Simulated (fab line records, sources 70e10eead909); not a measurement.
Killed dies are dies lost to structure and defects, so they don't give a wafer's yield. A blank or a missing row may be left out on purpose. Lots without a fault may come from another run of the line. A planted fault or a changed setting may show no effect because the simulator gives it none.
fab line records | flow nand_harc | part 1 of 2: steps 1 to 13 of 19
record lots=5 wafers=15 last_day=25
route steps=1159 shown A_STAIRCASE@577
lots that met no fault: from a run of the same line without faults
start_h: hours from the record's first day to the start of the lot's first wafer shown | wait_h: hours since the lot's step before | " the same as in the row above | L1.1+2: a row that stands for several wafers | - no value, or no start given | * or withheld: withheld | < > ~ a bound
route shown NAME@n: a module of which the file shows steps, and the number in the route of the first | usual: mean/standard deviation of fault-free wafers | same: alike in all rows | chamber/n: place in a boat | sites: the reading at each site | _std_site: their standard deviation | _edge_site: outer sites' mean less inner sites' | radius_mm: how far each site lies from the wafer's centre | mask NAME#n: copy n | behind: the tool/chamber that last shaped the wafer | hold: why the lot was held/for how many hours/how that ended | device: the transistor (n, p or np) that didn't switch | end of line: the same wafers' tests at the end of the route | a step without rows: its recipe alone | killed: dies lost to structure and defects at the first sort, not the wafer's yield | map: a wafer's dies, x killed, . not, _ none there
set.NAME: the setting as run; set.NAME@STEP: as run at that earlier step | model.NAME: the simulator's own value behind a step, which no gauge read
lots at some steps of the route; a table a step, a row a wafer
services: from which hour (start_h, from the record's first day; less than 0 if before it) a tool's chamber was out of use, for how many hours, and why
## steps
# step NHARC_A_STAIRCASE_DEVELOP_183
# recipe time_s=140
# usual chill_plate_temp_C=23.03/0.1
# columns lot.wafer tool chamber start_h wait_h chill_plate_temp_C
L084.1 litho_track-02 0 - - 22.91
L084.5 " 0 " " 22.96
L084.6 " 0 " " 22.88
L086.1 litho_track-05 0 - - 23.09
L086.2 " 0 " " 23.14
L086.6 " 0 " " 23.07
L090.1 litho_track-05 0 - - 23.21
L090.2 " 0 " " 22.99
L090.6 " 0 " " 23.02
L092.2 litho_track-07 0 - - 23.08
L092.3 " 0 " " 23.01
L092.4 " 0 " " 23.08
L097.1 litho_track-07 0 - - 23.04
L097.5 " 0 " " 23.02
L097.6 " 0 " " 23.05
# step NHARC_A_STAIRCASE_HARDBAKE_185
# recipe temp_c=120 time_s=140
# usual chill_plate_temp_C=22.99/0.11
# columns lot.wafer tool chamber start_h wait_h chill_plate_temp_C
L084.1 litho_track-02 0 299.59 - 22.88
L084.5 " 0 " " 22.85
L084.6 " 0 " " 22.93
L086.1 litho_track-05 0 316.11 - 23.18
L086.2 " 0 " " 23.12
L086.6 " 0 " " 23.22
L090.1 litho_track-02 0 334.85 - 23.04
L090.2 " 0 " " 23.07
L090.6 " 0 " " 23.11
L092.2 litho_track-07 0 340.67 - 23.02
L092.3 " 0 " " 22.91
L092.4 " 0 " " 22.94
L097.1 litho_track-02 0 380.92 - 23.08
L097.5 " 0 " " 22.89
L097.6 " 0 " " 23.06
# step NHARC_A_STAIRCASE_DESCUM_186
# recipe time_s=3 o2_flow_sccm=200 ar_flow_sccm=0 bias_power_w=0 chemistry=O2
# usual chamber_pressure_mTorr=60.00/0.053 drypump_motor_current_A=5.9/0.4 oes_product_au=1.003/0.012 rf_vpp_V=57.7/0.85 showerhead_plenum_p_Torr=1.89/0.082 throttle_valve_pct=11.311/0.008
# columns lot.wafer tool chamber start_h wait_h chamber_pressure_mTorr drypump_motor_current_A oes_product_au rf_hours_counter_h rf_vpp_V showerhead_plenum_p_Torr throttle_valve_pct
L084.1 rie_diel-04 2 299.71 - 59.98 6.3 0.998 0 58.5 2.08 11.323
L084.6 " 3 " " 60.02 6.2 0.996 - 58.4 1.82 11.322
L084.5 " 0 " " 60.03 5.8 0.995 - 56.8 1.79 11.315
L086.1 rie_diel-02 2 316.21 - 59.97 6.1 1.008 58 57.9 1.90 11.303
L086.2 " 0 " " 60.01 5.4 1.009 58 57.4 1.88 11.322
L086.6 " 1 " " 60.16 5.5 0.992 - 58.1 1.85 11.315
L090.2 rie_diel-13 2 334.97 - 59.87 5.8 1.013 20 59.1 1.87 11.316
L090.1 " 0 " " 60.04 5.3 1.000 17 57.2 1.80 11.315
L090.6 " 2 " " 59.98 5.8 1.010 - 57.5 1.87 11.311
L092.4 rie_diel-04 0 340.77 - 59.92 5.8 0.987 18 57.3 1.79 11.317
L092.3 " 1 " " 60.07 6.5 1.014 16 56.7 1.91 11.314
L092.2 " 2 " " 59.93 6.3 0.990 12 58.3 2.07 11.314
L097.1 rie_diel-02 0 381.03 - 59.98 5.5 0.999 14 57.0 1.88 11.300
L097.6 " 2 " " 60.07 6.1 1.001 - 57.1 1.89 11.299
L097.5 " 3 " " 60.11 5.4 1.006 - 57.9 1.98 11.307
# step NHARC_A_STAIRCASE_TRIM_187
# recipe time_s=211.2 o2_flow_sccm=500 ar_flow_sccm=0 bias_w=0 chemistry=O2
# usual chamber_pressure_mTorr=60.00/0.061 drypump_motor_current_A=5.9/0.4 oes_product_au=1.002/0.012 rf_vpp_V=57.6/0.96 showerhead_plenum_p_Torr=3.48/0.14 throttle_valve_pct=17.037/0.0097
# same bias_w=0
# columns lot.wafer tool chamber start_h wait_h chamber_pressure_mTorr drypump_motor_current_A oes_product_au rf_hours_counter_h rf_vpp_V showerhead_plenum_p_Torr throttle_valve_pct
L084.1 rie_diel-04 0 299.78 0.1 59.99 5.8 0.998 0 57.4 3.32 17.030
L084.5 " 3 " " 60.06 6.2 1.003 - 59.0 3.37 17.044
L084.6 " 0 " " 59.99 5.8 1.001 - 57.2 3.32 17.032
L086.1 rie_diel-02 3 316.31 0.1 60.02 5.4 1.009 59 58.3 3.66 17.042
L086.2 " 1 " " 59.93 5.5 0.992 57 58.3 3.43 17.040
L086.6 " 2 " " 59.92 6.1 1.005 - 57.0 3.50 17.036
L090.1 rie_diel-13 1 335.08 0.1 60.11 6.3 1.011 19 56.4 3.48 17.034
L090.2 " 3 " " 59.94 5.4 0.988 18 58.8 3.76 17.035
L090.6 " 1 " " 60.07 6.3 1.000 - 57.7 3.48 17.044
L092.2 rie_diel-04 2 340.85 0.1 60.03 6.3 0.993 12 58.3 3.80 17.032
L092.3 " 0 " " 60.02 5.8 0.996 18 55.1 3.31 17.051
L092.4 " 1 " " 59.95 6.6 1.013 17 58.4 3.53 17.032
L097.1 rie_diel-02 1 381.12 0.1 59.93 5.5 0.979 15 58.8 3.42 17.043
L097.5 " 0 " " 60.02 5.5 0.994 - 56.8 3.47 17.049
L097.6 " 1 " " 60.11 5.5 0.979 - 59.2 3.42 17.047
# step NHARC_A_STAIRCASE_ETCH_188
# recipe target_depth_a=1000 time_s=40.5 ion_energy_ev=400 c4f8_flow_sccm=20 o2_flow_sccm=10 ar_flow_sccm=withheld rf_w=600 bias_w=1000 chemistry=C4F8/O2
# usual bias_w=1000/3.2 chamber_pressure_mTorr=25.002/0.023 oes_product_au=0.938/0.017 rf_vpp_V=895/5.4
# columns lot.wafer tool chamber start_h wait_h bias_w chamber_pressure_mTorr oes_product_au rf_hours_counter_h rf_vpp_V
L084.1 rie_diel-04 0 - - 1001 25.010 0.936 0 888
L084.5 " 2 " " 1001 24.958 0.956 - 906
L084.6 " 3 " " 1000 25.002 0.932 - 888
L086.1 rie_diel-02 2 - - 998 24.969 0.954 58 895
L086.2 " 3 " " 999 25.046 0.959 59 902
L086.6 " 3 " " 998 25.007 0.977 - 901
L090.2 rie_diel-13 2 - - 996 24.990 0.927 20 892
L090.1 " 0 " " 1000 24.965 0.928 17 889
L090.6 " 2 " " 1003 24.962 0.926 - 894
L092.2 rie_diel-04 1 - - 1004 25.017 0.963 17 896
L092.4 " 3 " " 999 24.997 0.937 18 891
L092.3 " 0 " " 1001 25.008 0.940 18 888
L097.1 rie_diel-02 1 - - 1000 25.012 0.919 15 893
L097.6 " 1 " " 999 25.023 0.930 - 892
L097.5 " 2 " " 996 24.962 0.934 - 895
# step NHARC_A_STAIRCASE_TRIM_189
# recipe time_s=211.2 o2_flow_sccm=500 ar_flow_sccm=0 bias_w=0 chemistry=O2
# usual chamber_pressure_mTorr=60.01/0.053 drypump_motor_current_A=5.9/0.4 oes_product_au=1.001/0.012 rf_vpp_V=57.7/0.86 showerhead_plenum_p_Torr=3.48/0.14 throttle_valve_pct=17.036/0.0093
# same bias_w=0
# columns lot.wafer tool chamber start_h wait_h chamber_pressure_mTorr drypump_motor_current_A oes_product_au rf_hours_counter_h rf_vpp_V showerhead_plenum_p_Torr throttle_valve_pct
L084.1 rie_diel-04 2 - - 60.03 6.3 1.002 0 57.1 3.81 17.044
L084.5 " 0 " " 60.02 5.8 0.987 - 57.9 3.32 17.035
L084.6 " 1 " " 59.99 6.6 1.023 - 57.2 3.54 17.035
L086.2 rie_diel-02 1 - - 59.99 5.6 0.984 57 57.4 3.43 17.039
L086.1 " 3 " " 59.94 5.4 1.011 59 58.6 3.66 17.041
L086.6 " 0 " " 60.14 5.5 1.000 - 57.1 3.48 17.042
L090.1 rie_diel-13 1 - - 60.00 6.3 0.995 20 58.0 3.48 17.028
L090.2 " 3 " " 59.95 5.5 0.996 18 57.4 3.76 17.037
L090.6 " 1 " " 60.01 6.3 0.997 - 59.2 3.48 17.044
L092.2 rie_diel-04 2 - - 59.97 6.3 0.992 12 59.9 3.80 17.038
L092.4 " 3 " " 59.97 6.2 1.012 19 56.7 3.36 17.035
L092.3 " 1 " " 59.97 6.5 1.013 17 57.7 3.53 17.034
L097.1 rie_diel-02 2 - - 60.04 6.1 1.000 16 56.9 3.49 17.042
L097.6 " 2 " " 59.94 6.1 1.006 - 57.8 3.49 17.036
L097.5 " 3 " " 60.07 5.4 1.015 - 58.9 3.64 17.038
# step NHARC_A_STAIRCASE_ETCH_190
# recipe target_depth_a=1000 time_s=40.5 ion_energy_ev=400 c4f8_flow_sccm=20 o2_flow_sccm=10 ar_flow_sccm=withheld rf_w=600 bias_w=1000 chemistry=C4F8/O2
# usual bias_w=999.7/2.8 chamber_pressure_mTorr=25.004/0.021 oes_product_au=0.941/0.013 rf_vpp_V=894/5.3
# columns lot.wafer tool chamber start_h wait_h bias_w chamber_pressure_mTorr oes_product_au rf_hours_counter_h rf_vpp_V
L084.1 rie_diel-04 2 - - 1003.4 25.003 0.945 0 906
L084.6 " 0 " " 997.1 24.938 0.924 - 889
L084.5 " 1 " " 1002.0 24.991 0.957 - 896
L086.1 rie_diel-02 3 - - 1004.4 25.006 0.961 59 902
L086.2 " 0 " " 1001.7 25.038 0.943 58 893
L086.6 " 3 " " 1001.0 25.004 0.964 - 899
L090.1 rie_diel-13 2 - - 992.6 24.984 0.946 20 893
L090.2 " 3 " " 1002.4 25.023 0.935 18 903
L090.6 " 2 " " 1001.4 25.026 0.951 - 893
L092.2 rie_diel-04 3 - - 1002.6 24.987 0.942 19 891
L092.3 " 0 " " 999.2 25.001 0.932 19 887
L092.4 " 1 " " 994.7 25.043 0.973 17 896
L097.1 rie_diel-02 0 - - 1000.6 24.991 0.949 14 894
L097.6 " 1 " " 998.3 25.020 0.940 - 891
L097.5 " 2 " " 1002.5 24.995 0.935 - 895
# step NHARC_A_STAIRCASE_TRIM_191
# recipe time_s=211.2 o2_flow_sccm=500 ar_flow_sccm=0 bias_w=0 chemistry=O2
# usual chamber_pressure_mTorr=60.00/0.053 drypump_motor_current_A=5.9/0.4 oes_product_au=1.005/0.011 rf_vpp_V=57.6/1 showerhead_plenum_p_Torr=3.49/0.15 throttle_valve_pct=17.037/0.0083
# same bias_w=0
# columns lot.wafer tool chamber start_h wait_h chamber_pressure_mTorr drypump_motor_current_A oes_product_au rf_hours_counter_h rf_vpp_V showerhead_plenum_p_Torr throttle_valve_pct
L084.1 rie_diel-04 1 - - 60.01 6.6 1.024 0 57.9 3.54 17.025
L084.6 " 2 " " 60.03 6.3 0.997 - 60.2 3.81 17.027
L084.5 " 3 " " 60.02 6.2 1.013 - 58.1 3.37 17.018
L086.2 rie_diel-02 2 - - 59.88 6.1 1.001 58 57.8 3.50 17.029
L086.1 " 1 " " 59.98 5.5 0.994 57 57.3 3.43 17.030
L086.6 " 3 " " 60.10 5.4 1.012 - 58.2 3.66 17.043
L090.2 rie_diel-13 3 - - 60.03 5.4 0.994 18 59.2 3.76 17.036
L090.1 " 2 " " 60.03 5.8 0.996 20 57.8 3.45 17.031
L090.6 " 0 " " 60.02 5.3 0.998 - 57.5 3.34 17.043
L092.3 rie_diel-04 0 - - 60.04 5.8 0.993 19 56.8 3.31 17.040
L092.4 " 1 " " 59.99 6.5 1.024 17 57.0 3.53 17.048
L092.2 " 2 " " 60.04 6.3 1.001 12 59.0 3.80 17.051
L097.1 rie_diel-02 1 - - 59.91 5.5 0.982 15 56.6 3.42 17.047
L097.5 " 1 " " 59.95 5.5 0.973 - 56.5 3.42 17.041
L097.6 " 2 " " 60.00 6.1 1.003 - 58.2 3.49 17.050
# step NHARC_A_STAIRCASE_ETCH_192
# recipe target_depth_a=1000 time_s=40.5 ion_energy_ev=400 c4f8_flow_sccm=20 o2_flow_sccm=10 ar_flow_sccm=withheld rf_w=600 bias_w=1000 chemistry=C4F8/O2
# usual bias_w=1000.4/2.9 chamber_pressure_mTorr=25.003/0.021 oes_product_au=0.946/0.013 rf_vpp_V=894/5.4
# columns lot.wafer tool chamber start_h wait_h bias_w chamber_pressure_mTorr oes_product_au rf_hours_counter_h rf_vpp_V
L084.1 rie_diel-04 1 - - 999.5 25.021 0.970 0 897
L084.6 " 1 " " 998.4 25.032 0.963 - 897
L084.5 " 2 " " 994.8 25.026 0.935 - 905
L086.1 rie_diel-02 3 - - 997.3 24.980 0.962 59 900
L086.2 " 0 " " 1003.5 24.995 0.939 58 894
L086.6 " 3 " " 1000.9 25.017 0.962 - 900
L090.1 rie_diel-13 1 - - 1000.8 24.982 0.958 20 895
L090.2 " 3 " " 1000.6 24.973 0.923 18 905
L090.6 " 1 " " 1004.6 24.984 0.953 - 894
L092.4 rie_diel-04 3 - - 1000.3 25.006 0.940 19 891
L092.2 " 0 " " 1000.2 25.028 0.937 19 887
L092.3 " 1 " " 999.3 25.003 0.954 17 897
L097.1 rie_diel-02 1 - - 998.8 25.024 0.928 15 893
L097.5 " 2 " " 999.6 25.004 0.933 - 894
L097.6 " 3 " " 997.0 25.012 0.955 - 899
# step NHARC_A_STAIRCASE_TRIM_193
# recipe time_s=211.2 o2_flow_sccm=500 ar_flow_sccm=0 bias_w=0 chemistry=O2
# usual chamber_pressure_mTorr=60.00/0.055 drypump_motor_current_A=5.9/0.41 oes_product_au=1.003/0.012 rf_vpp_V=57.6/0.9 showerhead_plenum_p_Torr=3.48/0.14 throttle_valve_pct=17.037/0.0092
# same bias_w=0
# columns lot.wafer tool chamber start_h wait_h chamber_pressure_mTorr drypump_motor_current_A oes_product_au rf_hours_counter_h rf_vpp_V showerhead_plenum_p_Torr throttle_valve_pct
L084.1 rie_diel-04 3 - - 60.08 6.2 0.999 0 58.4 3.37 17.020
L084.5 " 0 " " 59.88 5.8 0.996 - 57.6 3.32 17.051
L084.6 " 1 " " 60.03 6.5 1.028 - 57.6 3.54 17.039
L086.1 rie_diel-02 2 - - 60.07 6.1 0.994 59 57.4 3.50 17.042
L086.2 " 3 " " 60.05 5.4 1.006 59 59.4 3.66 17.043
L086.6 " 3 " " 59.96 5.4 1.009 - 57.0 3.66 17.037
L090.1 rie_diel-13 2 - - 60.01 5.8 1.005 20 57.2 3.45 17.018
L090.2 " 3 " " 59.95 5.5 0.984 18 57.5 3.76 17.021
L090.6 " 2 " " 59.96 5.8 1.008 - 58.0 3.45 17.044
L092.2 rie_diel-04 2 - - 60.01 6.3 0.995 12 58.1 3.80 17.038
L092.3 " 3 " " 60.03 6.2 1.002 19 56.0 3.36 17.042
L092.4 " 1 " " 59.98 6.6 1.018 17 57.5 3.53 17.044
L097.1 rie_diel-02 2 - - 59.90 6.1 1.001 16 56.7 3.49 17.047
L097.6 " 2 " " 60.09 6.1 1.000 - 58.2 3.49 17.038
L097.5 " 3 " " 60.13 5.4 1.016 - 59.1 3.64 17.031
# step NHARC_A_STAIRCASE_ETCH_194
# recipe target_depth_a=1000 time_s=40.5 ion_energy_ev=400 c4f8_flow_sccm=20 o2_flow_sccm=10 ar_flow_sccm=withheld rf_w=600 bias_w=1000 chemistry=C4F8/O2
# usual bias_w=1000/3.3 chamber_pressure_mTorr=24.997/0.024 oes_product_au=0.945/0.013 rf_vpp_V=895/5.5
# columns lot.wafer tool chamber start_h wait_h bias_w chamber_pressure_mTorr oes_product_au rf_hours_counter_h rf_vpp_V
L084.1 rie_diel-04 3 - - 1001 24.998 0.937 0 891
L084.6 " 0 " " 1000 25.012 0.937 - 887
L084.5 " 1 " " 1000 25.015 0.972 - 897
L086.1 rie_diel-02 0 - - 995 25.000 0.947 58 894
L086.2 " 2 " " 1004 25.008 0.949 59 895
L086.6 " 0 " " 995 25.011 0.956 - 893
L090.2 rie_diel-13 3 - - 1000 24.965 0.927 18 904
L090.1 " 2 " " 1003 25.005 0.932 20 892
L090.6 " 0 " " 1005 24.956 0.938 - 888
L092.3 rie_diel-04 1 - - 1000 25.006 0.954 17 896
L092.2 " 2 " " 1003 25.029 0.934 13 906
L092.4 " 0 " " 997 25.036 0.931 19 889
L097.1 rie_diel-02 0 - - 1001 25.048 0.933 15 893
L097.5 " 3 " " 1003 25.000 0.957 - 900
L097.6 " 0 " " 1009 24.996 0.935 - 894
# step NHARC_A_STAIRCASE_TRIM_196
# recipe time_s=211.2 o2_flow_sccm=500 ar_flow_sccm=0 bias_w=0 chemistry=O2
# usual chamber_pressure_mTorr=60.01/0.055 drypump_motor_current_A=5.9/0.41 oes_product_au=1.004/0.012 rf_vpp_V=57.6/0.91 showerhead_plenum_p_Torr=3.50/0.14 throttle_valve_pct=17.035/0.0096
# same bias_w=0
# columns lot.wafer tool chamber start_h wait_h chamber_pressure_mTorr drypump_motor_current_A oes_product_au rf_hours_counter_h rf_vpp_V showerhead_plenum_p_Torr throttle_valve_pct
L084.1 rie_diel-04 1 300.84 0.1 59.94 6.6 1.028 0 58.2 3.54 17.026
L084.6 " 3 " " 59.98 6.2 0.997 - 57.5 3.37 17.046
L084.5 " 0 " " 60.08 5.8 1.003 - 57.2 3.32 17.030
L086.1 rie_diel-13 1 317.44 0.1 60.04 6.3 1.004 12 57.7 3.48 17.044
L086.2 " 3 " " 60.04 5.4 0.988 10 57.3 3.77 17.041
L086.6 " 1 " " 60.06 6.3 0.992 - 57.1 3.48 17.024
L090.2 rie_diel-13 0 336.34 0.1 60.01 5.3 1.003 18 56.1 3.34 17.024
L090.1 " 2 " " 59.96 5.8 1.009 21 58.0 3.45 17.031
L090.6 " 3 " " 60.03 5.4 1.000 - 57.5 3.76 17.041
L092.3 rie_diel-04 2 341.92 0.1 59.94 6.3 0.996 13 59.1 3.80 17.041
L092.4 " 3 " " 59.96 6.2 1.006 19 58.9 3.36 17.032
L092.2 " 0 " " 60.00 5.8 0.995 19 58.0 3.31 17.047
L097.1 rie_diel-04 1 382.27 0.1 59.93 6.5 1.020 35 56.1 3.52 17.057
L097.5 " 0 " " 60.00 5.8 0.994 - 57.1 3.30 17.056
L097.6 " 1 " " 59.94 6.6 1.030 - 57.1 3.52 17.036
# step NHARC_A_STAIRCASE_ETCH_197
# recipe target_depth_a=1000 time_s=40.5 ion_energy_ev=400 c4f8_flow_sccm=20 o2_flow_sccm=10 ar_flow_sccm=withheld rf_w=600 bias_w=1000 chemistry=C4F8/O2
# usual bias_w=999.3/3 chamber_pressure_mTorr=24.999/0.024 oes_product_au=0.951/0.018 rf_vpp_V=895/5.4
# columns lot.wafer tool chamber start_h wait_h bias_w chamber_pressure_mTorr oes_product_au rf_hours_counter_h rf_vpp_V
L084.1 rie_diel-04 1 - - 1003.7 25.023 0.971 0 896
L084.5 " 2 " " 1003.4 24.977 0.942 - 905
L084.6 " 3 " " 1000.9 24.984 0.931 - 891
L086.1 rie_diel-13 0 - - 991.1 24.997 0.975 10 890
L086.2 " 1 " " 997.8 25.008 0.947 12 893
L086.6 " 1 " " 999.5 24.975 0.939 - 895
L090.2 rie_diel-13 0 - - 997.5 25.041 0.924 18 888
L090.1 " 2 " " 998.2 24.998 0.944 21 894
L090.6 " 0 " " 999.2 24.993 0.916 - 890
L092.4 rie_diel-04 3 - - 1001.2 25.031 0.952 19 889
L092.2 " 1 " " 1002.3 24.920 0.963 17 893
L092.3 " 2 " " 1002.2 25.016 0.935 13 904
L097.1 rie_diel-04 2 - - 1000.2 25.009 0.941 31 905
L097.6 " 2 " " 1001.5 25.006 0.960 - 905
L097.5 " 0 " " 1000.8 25.012 0.953 - 886
